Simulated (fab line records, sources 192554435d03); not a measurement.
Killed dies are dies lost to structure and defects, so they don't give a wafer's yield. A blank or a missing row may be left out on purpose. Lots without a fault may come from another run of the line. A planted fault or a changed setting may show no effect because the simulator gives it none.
fab line records | flow n5_finfet
record lots=7 wafers=21 last_day=17
route steps=1938 shown BEOL_M4@1111 BEOL_M7@1278 PASSIVATION@1936
lots that met no fault: from a run of the same line without faults
start_h: hours from the record's first day to the start of the lot's first wafer shown | wait_h: hours since the lot's step before | " the same as in the row above | L1.1+2: a row that stands for several wafers | - no value, or no start given | * or withheld: withheld | < > ~ a bound
route shown NAME@n: a module of which the file shows steps, and the number in the route of the first | usual: mean/standard deviation of fault-free wafers | same: alike in all rows | chamber/n: place in a boat | sites: the reading at each site | _std_site: their standard deviation | _edge_site: outer sites' mean less inner sites' | radius_mm: how far each site lies from the wafer's centre | mask NAME#n: copy n | behind: the tool/chamber that last shaped the wafer | hold: why the lot was held/for how many hours/how that ended | device: the transistor (n, p or np) that didn't switch | end of line: the same wafers' tests at the end of the route | a step without rows: its recipe alone | killed: dies lost to structure and defects at the first sort, not the wafer's yield | map: a wafer's dies, x killed, . not, _ none there
set.NAME: the setting as run; set.NAME@STEP: as run at that earlier step | model.NAME: the simulator's own value behind a step, which no gauge read
steps of the route over a sample of lots; a table a step, a row a wafer
services: from which hour (start_h, from the record's first day; less than 0 if before it) a tool's chamber was out of use, for how many hours, and why
## steps
# step N5_BEOL_M4_RC_MEAS_101
# usual DIBL_N=36.4/1.5 DIBL_P=36.4/1.6 IOFF_N=0.164/0.025 IOFF_P=0.214/0.028 ION_N=675/9.9 ION_P=463/6.5 SS_N=71.5/0.5 SS_P=73.3/0.56 VT_N=249.2/2.7 VT_P=-250.1/2.8
# columns lot.wafer tool chamber start_h wait_h DIBL_N[mV/V] DIBL_P[mV/V] IOFF_N[nA/um] IOFF_P[nA/um] ION_N[uA/um] ION_P[uA/um] SS_N[mV/dec] SS_P[mV/dec] VT_N[mV] VT_P[mV]
L130.1 prober-02 0 164.19 0.0 36.5 35.4 0.134 0.171 664 453 71.2 73.7 250.4 -256.0
L130.5 " 0 " " 37.0 36.7 0.155 0.186 688 458 70.7 73.7 248.1 -253.7
L130.6 " 0 " " 37.2 36.3 0.149 0.185 660 451 70.8 73.2 251.0 -256.5
L132.4 prober-02 0 180.43 0.5 35.8 37.5 0.165 0.224 677 471 71.8 73.8 249.6 -249.5
L132.5 " 0 " " 36.0 37.2 0.168 0.219 682 467 71.8 73.6 247.4 -249.8
L132.6 " 0 " " 35.8 36.9 0.166 0.208 687 467 70.9 73.2 248.3 -250.5
L143.3 prober-01 0 244.56 0.5 31.7 32.8 0.103 0.155 652 451 70.7 71.8 256.0 -251.5
L143.5 " 0 " " 33.6 35.4 0.128 0.193 664 465 70.8 72.8 252.9 -250.6
L143.6 " 0 " " 34.8 36.4 0.140 0.198 672 470 70.8 73.1 250.1 -249.8
L145.1 prober-02 0 264.94 0.0 35.4 33.4 0.136 0.170 675 462 71.7 72.2 252.1 -252.7
L145.4 " 0 " " 35.3 34.4 0.144 0.180 672 458 71.2 72.3 252.8 -253.9
L145.6 " 0 " " 36.4 35.1 0.163 0.200 685 472 71.6 72.8 251.1 -253.5
L146.1 prober-02 0 269.79 0.4 36.1 35.7 0.175 0.209 686 466 71.6 72.9 244.6 -251.3
L146.2 " 0 " " 34.7 34.1 0.146 0.191 675 464 71.5 72.1 250.2 -250.9
L146.5 " 0 " " 36.1 36.0 0.174 0.210 682 459 71.4 73.4 249.9 -251.5
L148.1 prober-02 0 276.77 0.0 36.6 36.1 0.169 0.222 680 464 72.2 74.0 246.4 -247.6
L148.3 " 0 " " 37.7 37.9 0.189 0.250 681 469 71.9 73.8 244.4 -248.1
L148.6 " 0 " " 36.6 36.4 0.160 0.222 669 469 72.1 74.0 248.8 -249.1
L153.3 prober-02 0 303.39 0.3 37.4 37.1 0.184 0.225 675 464 71.4 73.8 246.9 -250.5
L153.4 " 0 " " 36.6 36.1 0.164 0.212 674 457 71.6 73.7 251.0 -251.4
L153.6 " 0 " " 37.8 36.8 0.174 0.218 678 459 71.2 74.1 249.6 -249.9
# step N5_BEOL_M7_INSPECT_13
# recipe mode=adi inspect_instrument=brightfield
# usual raw_defect_count=444/110
# columns lot.wafer tool chamber start_h wait_h raw_defect_count
L130.1 defect_inspect-01 - 186.12 0.0 562
L130.5 " - " " 422
L130.6 " - " " 260
L132.4 defect_inspect-01 - 202.50 0.0 311
L132.5 " - " " 376
L132.6 " - " " 400
L143.3 defect_inspect-02 - 266.94 0.0 680
L143.5 " - " " 988
L143.6 " - " " 682
L145.1 defect_inspect-02 - 288.13 0.0 373
L145.4 " - " " 369
L145.6 " - " " 428
L146.1 defect_inspect-01 - 294.43 0.0 363
L146.2 " - " " 356
L146.5 " - " " 497
L148.1 defect_inspect-02 - 299.19 0.0 464
L148.3 " - " " 471
L148.6 " - " " 394
L153.3 defect_inspect-02 - 326.99 0.0 657
L153.4 " - " " 563
L153.6 " - " " 668
# step N5_BEOL_M7_DESCUM_16
# recipe chemistry=O2 time_s=7.9 source_power_w=50 bias_power_w=20 pressure_mtorr=20 rf_frequency_hz=2.712e+07 temp_c=40 resist=CAR-ArF o2_flow_sccm=225
# usual drypump_motor_current_A=5.5/0.48 oes_product_au=0.79/0.087 rf_vpp_V=243.4/1.3 showerhead_plenum_p_Torr=2.10/0.067 throttle_valve_pct=20.42/0.24
# columns lot.wafer tool chamber start_h wait_h drypump_motor_current_A oes_product_au rf_hours_counter_h rf_vpp_V showerhead_plenum_p_Torr throttle_valve_pct
L130.1 rie_diel-03 3 186.24 0.1 5.1 0.83 95 242.6 2.11 20.29
L130.5 " 0 " " 5.4 0.70 - 244.1 2.17 20.44
L130.6 " 3 " " 5.1 0.83 - 244.7 2.11 20.29
L132.4 rie_diel-05 3 202.54 0.0 5.4 0.74 - 244.1 2.18 20.40
L132.5 " 0 " " 5.3 0.75 - 241.9 2.08 20.12
L132.6 " 2 " " 6.0 0.68 - 242.9 2.06 20.74
L143.3 rie_diel-06 1 266.97 0.0 5.3 0.83 88 243.7 2.11 20.53
L143.5 " 3 " " 6.8 0.83 - 244.6 2.12 20.20
L143.6 " 2 " " 5.7 0.72 - 242.8 2.00 20.84
L145.1 rie_diel-03 0 288.16 0.0 5.3 0.68 227 245.0 2.15 20.48
L145.4 " 1 " " 5.2 0.67 237 245.0 2.14 20.44
L145.6 " 1 " " 5.2 0.68 - 244.1 2.14 20.44
L146.1 rie_diel-03 3 294.46 0.0 5.1 0.80 121 243.2 2.10 20.31
L146.2 " 2 " " 4.8 0.87 32 243.0 2.05 19.93
L146.5 " 0 " " 5.3 0.67 - 244.0 2.15 20.49
L148.1 rie_diel-05 3 299.22 0.0 5.4 0.72 208 243.9 2.17 20.44
L148.3 " 1 " " 5.6 0.88 30 244.7 2.22 20.48
L148.6 " 2 " " 6.0 0.94 - 242.5 2.05 20.42
L153.3 rie_diel-03 0 327.19 0.2 5.3 0.67 238 243.9 2.15 20.51
L153.4 " 2 " " 4.8 0.85 41 241.9 2.04 19.95
L153.6 " 3 " " 5.1 0.79 - 243.1 2.10 20.33
# step N5_BEOL_M7_HM_OPEN_17
# recipe chemistry=Cl2/BCl3 target_depth_a=200 overetch_a=60 target=TiN mask_material=SOC ion_energy_ev=150 pressure_mtorr=10 icp_w=1000 bias_w=126 Cl2_flow_sccm=53.25 bcl3_flow_sccm=21.75 Ar_flow_sccm=25
# usual drypump_motor_current_A=6.0/0.47 mfc_ar_sccm=24.99/0.075 oes_product_au=0.66/0.066 throttle_valve_pct=22.17/0.17
# columns lot.wafer tool chamber start_h wait_h drypump_motor_current_A mfc_ar_sccm oes_product_au rf_hours_counter_h throttle_valve_pct
L130.1 rie_metal-03 1 186.52 0.0 5.3 24.97 0.79 5 22.25
L130.5 " 1 " " 5.3 24.91 0.80 - 22.24
L130.6 " 0 " " 6.2 24.99 0.65 - 22.08
L132.4 rie_metal-02 0 202.84 0.1 6.6 24.99 0.68 - 22.34
L132.5 " 0 " " 6.6 24.99 0.69 - 22.35
L132.6 " 1 " " 6.5 25.14 0.68 - 21.82
L143.3 rie_metal-03 1 267.28 0.1 5.3 25.00 0.76 - 22.26
L143.5 " 1 " " 5.3 24.96 0.75 - 22.26
L143.6 " 0 " " 6.2 25.09 0.63 - 22.09
L145.1 rie_metal-02 0 288.44 0.0 6.6 24.90 0.67 45 22.35
L145.4 " 1 " " 6.5 25.01 0.67 - 21.83
L145.6 " 1 " " 6.5 24.98 0.66 - 21.84
L146.1 rie_metal-03 1 294.74 0.0 5.3 24.97 0.75 16 22.27
L146.2 " 0 " " 6.2 25.07 0.64 52 22.07
L146.5 " 1 " " 5.3 25.02 0.76 - 22.25
L148.1 rie_metal-01 1 299.50 0.0 5.6 25.08 0.66 40 22.13
L148.3 " 0 " " 6.1 25.00 0.54 - 22.36
L148.6 " 1 " " 5.6 25.03 0.66 - 22.15
L153.3 rie_metal-01 0 327.50 0.1 6.0 24.97 0.53 - 22.36
L153.4 " 1 " " 5.6 24.98 0.65 - 22.15
L153.6 " 1 " " 5.6 24.89 0.66 - 22.15
# step N5_BEOL_M7_STRIP_19
# recipe chemistry=O2 power_w=400 temp_c=40 pressure_mtorr=30 rf_frequency_hz=6e+07 bias_power_w=0 overash_fraction=0.2 o2_flow_sccm=225
# usual bias_power_w=0/0 chamber_pressure_mTorr=30.00/0.033 drypump_motor_current_A=5.5/0.5 oes_product_au=0.78/0.084 rf_vpp_V=3.7/0.57 showerhead_plenum_p_Torr=2.10/0.064 throttle_valve_pct=16.69/0.23
# columns lot.wafer tool chamber start_h wait_h bias_power_w chamber_pressure_mTorr drypump_motor_current_A oes_product_au rf_hours_counter_h rf_vpp_V showerhead_plenum_p_Torr throttle_valve_pct
L130.1 rie_diel-06 1 186.63 0.1 0 29.96 5.3 0.86 63 3.6 2.13 16.68
L130.5 " 2 " " 0 29.97 5.7 0.75 - 4.4 2.01 17.00
L130.6 " 3 " " 0 30.02 6.7 0.89 - 3.8 2.13 16.39
L132.4 rie_diel-05 2 202.94 0.1 0 29.95 6.0 0.68 - 3.3 2.06 17.00
L132.5 " 0 " " 0 29.99 5.3 0.76 - 3.8 2.08 16.43
L132.6 " 3 " " 0 30.00 5.4 0.74 - 3.7 2.18 16.70
L143.3 rie_diel-05 3 267.37 0.1 - - - - - - - -
L143.5 " 3 " " - - - - - - - -
L143.6 " 2 " " - - - - - - - -
L145.1 rie_diel-06 0 288.55 0.1 - - - - - - - -
L145.4 " 1 " " - - - - - - - -
L145.6 " 1 " " - - - - - - - -
L146.1 rie_diel-05 3 294.85 0.1 - - - - - - - -
L146.2 " 1 " " - - - - - - - -
L146.5 " 3 " " - - - - - - - -
L148.1 rie_diel-06 1 299.69 0.2 0 30.01 5.3 0.83 98 4.3 2.12 16.74
L148.3 " 3 " " 0 30.00 6.7 0.83 78 3.9 2.12 16.50
L148.6 " 2 " " 0 29.99 5.7 0.71 - 4.8 2.00 17.09
L153.3 rie_diel-03 0 327.69 0.2 0 29.98 5.4 0.68 238 3.9 2.15 16.78
L153.4 " 3 " " 0 29.99 5.1 0.80 130 2.7 2.10 16.59
L153.6 " 1 " " 0 30.04 5.2 0.68 - 3.5 2.14 16.76
# step N5_BEOL_M7_ETCH_66
# recipe chemistry=N2/H2 target=SOC target_depth_a=800 overetch_a=160 mask_material=SiARC temp_c=40 time_s=120 ion_energy_ev=200 pressure_mtorr=30 source_w=840 bias_w=150 n2_flow_sccm=200 h2_flow_sccm=200
# usual drypump_motor_current_A=5.5/0.5 oes_product_au=0.60/0.062 rf_vpp_V=523.9/2.3 showerhead_plenum_p_Torr=2.55/0.077 throttle_valve_pct=17.80/0.29
# columns lot.wafer tool chamber start_h wait_h drypump_motor_current_A oes_product_au rf_hours_counter_h rf_vpp_V showerhead_plenum_p_Torr throttle_valve_pct
L130.1 rie_diel-06 0 188.75 0.0 5.5 0.58 152 520.0 2.43 17.96
L130.5 " 3 " " 6.8 0.68 - 526.3 2.59 17.51
L130.6 " 0 " " 5.4 0.58 - 520.5 2.43 17.94
L132.4 rie_diel-03 0 204.51 0.0 5.3 0.54 198 526.5 2.64 17.88
L132.5 " 2 " " 4.8 0.73 - 523.9 2.49 17.22
L132.6 " 3 " " 5.1 0.63 - 522.5 2.56 17.64
L143.3 rie_diel-03 2 268.07 0.0 4.8 0.88 24 523.0 2.48 17.27
L143.5 " 2 " " 4.8 0.88 - 522.4 2.48 17.28
L143.6 " 1 " " 5.2 0.67 - 525.7 2.62 17.91
L145.1 rie_diel-06 2 289.98 0.0 5.7 0.71 175 521.4 2.44 18.35
L145.4 " 1 " " 5.3 0.83 94 524.4 2.57 17.99
L145.6 " 2 " " 5.7 0.71 - 520.9 2.44 18.33
L146.1 rie_diel-03 2 295.64 0.0 4.8 0.88 32 522.4 2.48 17.29
L146.2 " 3 " " 5.1 0.81 121 525.4 2.55 17.71
L146.5 " 0 " " 5.3 0.68 - 526.8 2.62 17.98
L148.1 rie_diel-06 1 302.13 0.0 5.3 0.63 99 521.7 2.57 17.98
L148.3 " 2 " " 5.7 0.54 179 521.0 2.43 18.34
L148.6 " 1 " " 5.4 0.63 - 523.4 2.57 17.96
L153.3 rie_diel-03 3 328.55 0.0 5.1 0.61 130 522.5 2.55 17.70
L153.4 " 0 " " 5.3 0.52 238 526.1 2.62 17.97
L153.6 " 1 " " 5.2 0.52 - 525.4 2.61 17.93
# step N5_BEOL_M7_VIA_ETCH_34
# recipe chemistry=C4F6/O2 target=SiCOH_lowk target_depth_a=1255 mask_material=SOC taper_deg=4 time_s=50.5 ion_energy_ev=250 pressure_mtorr=30 source_w=345 bias_w=185 Ar_flow_sccm=300 C4F6_flow_sccm=10 O2_flow_sccm=10
# usual O2_flow_sccm=10.00/0.03 drypump_motor_current_A=5.5/0.5 mfc_ar_sccm=299.9/0.86 oes_o_777_au=0.78/0.082 oes_product_au=0.78/0.086 rf_vpp_V=666/7.7 showerhead_plenum_p_Torr=2.86/0.079 throttle_valve_pct=20.91/0.23
# columns lot.wafer tool chamber start_h wait_h O2_flow_sccm drypump_motor_current_A mfc_ar_sccm oes_o_777_au oes_product_au rf_hours_counter_h rf_vpp_V showerhead_plenum_p_Torr throttle_valve_pct
L130.1 rie_diel-06 0 188.85 0.0 10.00 5.5 299.3 0.76 0.75 152 655 2.74 21.15
L130.5 " 3 " " 10.03 6.8 299.6 0.87 0.88 - 671 2.91 20.74
L130.6 " 0 " " 9.98 5.5 301.2 0.76 0.76 - 654 2.74 21.14
L132.4 rie_diel-03 0 204.61 0.0 9.98 5.3 298.7 0.71 0.70 198 679 2.93 20.87
L132.5 " 2 " " 9.99 4.8 300.8 0.94 0.93 - 664 2.81 20.42
L132.6 " 3 " " 9.95 5.1 299.3 0.83 0.83 - 655 2.87 20.79
L143.3 rie_diel-03 2 268.17 0.0 9.98 4.8 300.9 0.89 0.34 24 663 2.80 20.28
L143.5 " 2 " " 10.00 4.8 299.6 0.89 0.34 - 662 2.80 20.30
L143.6 " 1 " " 10.06 5.2 300.0 0.68 0.26 - 660 2.93 20.83
L145.1 rie_diel-06 2 290.08 0.0 10.01 5.7 300.5 0.70 0.27 175 668 2.73 21.15
L145.4 " 1 " " 10.02 5.3 297.9 0.81 0.31 94 673 2.88 20.88
L145.6 " 2 " " 9.99 5.7 300.4 0.70 0.27 - 668 2.73 21.16
L146.1 rie_diel-03 2 295.74 0.0 10.00 4.8 299.4 0.88 0.33 32 664 2.80 20.32
L146.2 " 3 " " 10.00 5.1 298.6 0.81 0.30 122 655 2.86 20.68
L146.5 " 0 " " 9.97 5.4 298.6 0.68 0.25 - 677 2.92 20.75
L148.1 rie_diel-06 1 302.23 0.0 9.99 5.3 299.7 0.81 0.83 99 674 2.88 21.03
L148.3 " 2 " " 10.03 5.7 299.3 0.70 0.71 179 668 2.72 21.35
L148.6 " 1 " " 9.97 5.3 299.0 0.81 0.83 - 675 2.87 21.02
L153.3 rie_diel-03 3 328.65 0.0 9.95 5.1 299.5 0.80 0.79 130 654 2.86 20.83
L153.4 " 0 " " 10.02 5.3 300.2 0.68 0.68 238 676 2.91 20.92
L153.6 " 1 " " 10.00 5.1 297.6 0.67 0.67 - 661 2.93 20.99
# step N5_PASSIVATION_PROBE_49
# usual defect_limited_yield=91.1/1.4 killed_at_M0_to_M3=35/8.7 killed_at_M4_up=14/5.3 killed_at_contacts=12/6.2 killed_at_front_end=41/12 killed_at_other=3.4/2.6 killed_dies=105/16 killed_on_rim=14/3.8 killed_open=67/13 killed_short=36/7.3 sort_bin_5_function=5.2/0.96 sort_bin_6_memory=3.3/0.6 sort_n_pass=1075/16 sort_yield_pct=91.1/1.4
# same gross_dies=1180 killed_at_back_side=0 sort_bin_4_leakage[%]=0 sort_bin_8_speed[%]=0
# columns lot.wafer tool chamber start_h wait_h defect_limited_yield[%] killed_at_M0_to_M3 killed_at_M4_up killed_at_contacts killed_at_front_end killed_at_other killed_dies killed_on_rim killed_open killed_short sort_bin_5_function[%] sort_bin_6_memory[%] sort_n_pass sort_yield_pct[%]
L143.3 prober-02 - 345.40 0.1 0 37 1076 17 45 5 1180 152 85 38 94.7 4.8 0 0
L143.5 prober-02 - 345.50 0.2 0 19 1129 6 25 1 1180 152 50 19 97.5 2.2 0 0
L143.6 prober-02 - 345.55 0.3 0 17 1103 13 42 5 1180 152 54 32 96.3 3.2 0 0
L146.1 prober-02 - 364.91 0.0 0 32 1057 18 69 4 1180 152 91 43 94.5 4.9 0 0
L146.2 prober-02 - 364.96 0.1 0 46 1049 35 45 5 1180 152 95 47 94.4 4.8 0 0
L146.5 prober-02 - 365.11 0.2 0 31 1099 19 25 6 1180 152 72 26 95.8 4.0 0 0
L145.1 prober-02 - 368.30 0.0 0 33 1085 16 44 2 1180 152 80 31 95.7 3.9 0 0
L145.4 prober-02 - 368.45 0.2 0 35 1098 8 39 0 1180 152 53 43 96.9 2.8 0 0
L145.6 prober-02 - 368.55 0.3 0 23 1111 8 35 3 1180 152 66 29 96.5 3.1 0 0
# killed by level:class
L143.3 BEOL_M7:area_etch=1038 BEOL_M7:plasma_strip_residue=17 MOL_CONTACT_COAG:geometric_particle:open=13 BEOL_M4:geometric_particle:open=12 FIN_SAQP:geometric_particle:open=11 BEOL_M2:geometric_particle:open=8 BEOL_M1:geometric_particle:open=7 BEOL_M3:geometric_particle:open=7
L143.5 BEOL_M7:area_etch=1097 BEOL_M7:plasma_strip_residue=13 BEOL_M4:geometric_particle:open=9 STI_FIN_REVEAL:geometric_particle:open=5 GATE_CUT:geometric_particle:short=5 MOL_CONTACT_COAG:geometric_particle:open=5 BEOL_M2:geometric_particle:open=5 BEOL_M3:geometric_particle:open=5
L143.6 BEOL_M7:area_etch=1087 MOL_CONTACT_COAG:geometric_particle:open=11 STI_FIN_REVEAL:geometric_particle:open=7 GATE_CUT:geometric_particle:short=6 STARTING-WAFER:geometric_particle:open=6 BEOL_M7:plasma_strip_residue=6 DUMMY_GATE:geometric_particle:open=5 BEOL_M0_SAQP:geometric_particle:open=5
L146.1 BEOL_M7:area_etch=1031 FIN_SAQP:geometric_particle:open=33 MOL_CONTACT_COAG:geometric_particle:open=18 FIN_SAQP:geometric_particle:short=17 BEOL_M7:plasma_strip_residue=14 BEOL_M1:geometric_particle:open=12 BEOL_M0_SAQP:geometric_particle:short=5 GATE_CUT:geometric_particle:short=5
L146.2 BEOL_M7:area_etch=1021 MOL_CONTACT_COAG:geometric_particle:open=27 FIN_SAQP:geometric_particle:open=22 BEOL_M7:plasma_strip_residue=17 FIN_SAQP:geometric_particle:short=13 BEOL_M1:geometric_particle:open=12 BEOL_M0_SAQP:geometric_particle:short=9 BEOL_M2:geometric_particle:open=8
L146.5 BEOL_M7:area_etch=1066 MOL_CONTACT_COAG:geometric_particle:open=17 BEOL_M7:plasma_strip_residue=14 FIN_SAQP:geometric_particle:short=10 BEOL_M0_SAQP:geometric_particle:open=8 BEOL_M1:geometric_particle:open=7 BEOL_M4:geometric_particle:open=7 FIN_SAQP:geometric_particle:open=5
L145.1 BEOL_M7:area_etch=1055 MOL_CONTACT_COAG:geometric_particle:open=16 BEOL_M7:plasma_strip_residue=14 STI_FIN_REVEAL:geometric_particle:open=12 BEOL_M3:geometric_particle:open=11 FIN_SAQP:geometric_particle:short=6 BEOL_M0_SAQP:geometric_particle:short=6 FIN_SAQP:geometric_particle:open=5
L145.4 BEOL_M7:area_etch=1075 BEOL_M0_SAQP:geometric_particle:short=10 BEOL_M4:geometric_particle:open=10 BEOL_M3:geometric_particle:short=9 BEOL_M7:plasma_strip_residue=9 BEOL_M0_SAQP:geometric_particle:open=8 STI_FIN_REVEAL:geometric_particle:open=7 MOL_CONTACT_COAG:geometric_particle:open=5
L145.6 BEOL_M7:area_etch=1077 BEOL_M4:geometric_particle:open=14 STI_FIN_REVEAL:geometric_particle:open=8 BEOL_M7:plasma_strip_residue=8 MOL_CONTACT_COAG:geometric_particle:open=7 BEOL_M3:geometric_particle:open=6 BEOL_M0:geometric_particle:open=6 DUMMY_GATE:geometric_particle:open=5
## services
# columns tool chamber start_h hours kind
rie_diel-05 1 189.36 - clean
rie_diel-05 1 189.36 - consumable_replace:focus_ring
rie_diel-05 1 189.36 - consumable_replace:showerhead
rie_diel-05 1 189.36 17.0 scheduled_down
rie_diel-05 1 189.36 17.0 vent_cycle
rie_diel-03 2 208.36 12.5 repair
rie_diel-03 3 217.87 22.0 repair
rie_diel-05 2 219.60 - clean
rie_diel-05 2 219.60 - consumable_replace:focus_ring
rie_diel-05 2 219.60 16.4 scheduled_down
rie_diel-05 2 219.60 16.4 vent_cycle
rie_diel-05 3 240.96 8.6 repair
rie_diel-05 2 283.44 5.7 repair
rie_diel-03 1 291.24 4.8 repair
rie_diel-03 - 296.14 0.2 repair
rie_diel-06 - 307.82 0.2 repair
rie_metal-03 - 319.20 0.7 repair
## key
first_sign step=N5_BEOL_M7_STRIP_19 reading=tool_record direction=missing
effect step=N5_BEOL_M7_ETCH_66 reading=oes_product_au direction=up sigmas=3 usual=0.60 struck=0.78
effect step=N5_BEOL_M7_VIA_ETCH_34 reading=oes_product_au direction=down sigmas=5.6 usual=0.78 struck=0.30
effect step=N5_PASSIVATION_PROBE_49 reading=killed_at_M4_up direction=up sigmas=99+ usual=14 struck=1090
more_kills_born_at N5_BEOL_M7_ETCH_66@rie_diel-03=6340 N5_BEOL_M7_ETCH_66@rie_diel-06=3207
met_at N5_BEOL_M7_STRIP_19
struck_lots L143,L145,L146
later_rows_left_out L143.3,L143.5,L143.6,L145.1,L145.4,L145.6,L146.1,L146.2,L146.5
not_acting_at N5_BEOL_M7_INSPECT_13,N5_BEOL_M7_DESCUM_16,N5_BEOL_M7_HM_OPEN_17
onset_between 202.94 267.37
fault kind=skipped_step_whole tool=rie_diel-05,rie_diel-06 chamber=- onset_h=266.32 steps=N5_BEOL_M7_STRIP_19 scope=struck_lots_only
# later_rows_left_out: the simulator's readings of these wafers behind a module that went badly wrong aren't trusted and aren't shown, but for the sort
